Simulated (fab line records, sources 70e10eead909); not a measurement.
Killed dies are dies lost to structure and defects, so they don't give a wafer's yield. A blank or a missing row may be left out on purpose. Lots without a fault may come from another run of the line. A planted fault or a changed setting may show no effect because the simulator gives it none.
Which tool did it? | flow nand_harc | 11 lots, 33 wafers sampled, at 3 steps of a route of 1159

WHAT THE GAUGES READ, wafer by wafer
NHARC_A_BLC_CD_MEAS_10: target cd 100 nm.
lot  | measured     | on        | cd_nm (nm)
L075 | day 18 22:28 | cd_sem-03 | 99.6 100.5 100.0
L077 | day 19 05:41 | cd_sem-01 | 100.6 99.4 100.1
L078 | day 20 03:54 | cd_sem-03 | 99.8 99.2 99.4
L083 | day 22 04:55 | cd_sem-01 | 99.8 99.6 100.0
L088 | day 22 06:56 | cd_sem-01 | 100.3 100.0 99.8
L080 | day 22 12:44 | cd_sem-02 | 100.2 99.9 99.8
L089 | day 23 08:42 | cd_sem-03 | 99.4 99.6 100.2
L091 | day 23 13:08 | cd_sem-01 | 100.0 99.2 99.5
L092 | day 23 18:01 | cd_sem-02 | 99.9 99.7 99.9
L093 | day 24 12:20 | cd_sem-02 | 99.8 99.7 99.8
L096 | day 24 16:16 | cd_sem-01 | 99.7 99.5 100.3

WHICH TOOL RAN EACH LOT (tool, then ch and the chambers of the sampled wafers, then the start)
lot  | NHARC_A_CONTACT_ETCH_134             | NHARC_A_CONTACT_STRIP_26
L075 | har_cap_etch-03 ch 0,1, day 18 15:26 | rie_diel-04 ch 0,1, day 18 22:28 or earlier
L077 | har_cap_etch-02 ch 0,1, day 19 01:31 | rie_diel-11 ch 0,1,2, day 19 05:41 or earlier
L078 | har_cap_etch-03 ch 0,1, day 19 12:49 | rie_diel-11 ch 1,3, day 20 03:54 or earlier
L083 | har_cap_etch-01 ch 0,1, day 21 15:52 | rie_diel-11 ch 1,2, day 22 04:55 or earlier
L088 | har_cap_etch-01 ch 0,1, day 22 01:14 | rie_diel-04 ch 1,2,3, day 22 06:56 or earlier
L080 | har_cap_etch-01 ch 0,1, day 22 08:15 | rie_diel-11 ch 0,1,2, day 22 12:44 or earlier
L089 | har_cap_etch-02 ch 0,1, day 22 20:28 | rie_diel-13 ch 0,2,3, day 23 08:42 or earlier
L091 | har_cap_etch-03 ch 0,1, day 22 21:44 | rie_diel-11 ch 0,2,3, day 23 13:08 or earlier
L092 | har_cap_etch-01 ch 0,1, day 23 01:09 | rie_diel-13 ch 0,1,3, day 23 18:01 or earlier
L093 | har_cap_etch-02 ch 0,1, day 24 04:17 | rie_diel-13 ch 0,2, day 24 12:20 or earlier
L096 | har_cap_etch-01 ch 0,1, day 24 08:11 | rie_diel-11 ch 1,2, day 24 16:16 or earlier
- NHARC_A_CONTACT_ETCH_134: etches the open film in C4F8/O2/Ar, time 140 s, target depth 700 nm.
- NHARC_A_CONTACT_STRIP_26: strips in O2.

THE ANSWER, worked out from the rows above alone
Rule: what is usual is taken from the lots themselves. Put in order of their means at a reading, lots are off if they are a third of the lots or fewer, leave a main group of 4 or more, and stand apart from it by a gap of 3 or more times the standard deviation of the main group's means; of several such gaps the widest counts. A main group whose means are all the same, to the digits that the tables above print for the reading, isn't used. A lot without any number at a reading at which 4 lots or more have one is off too. The other lots that the step has rows for count as sound.
No lot is off at any reading shown: from this, nothing can be told.

WHAT THE SIMULATOR HAD PUT IN
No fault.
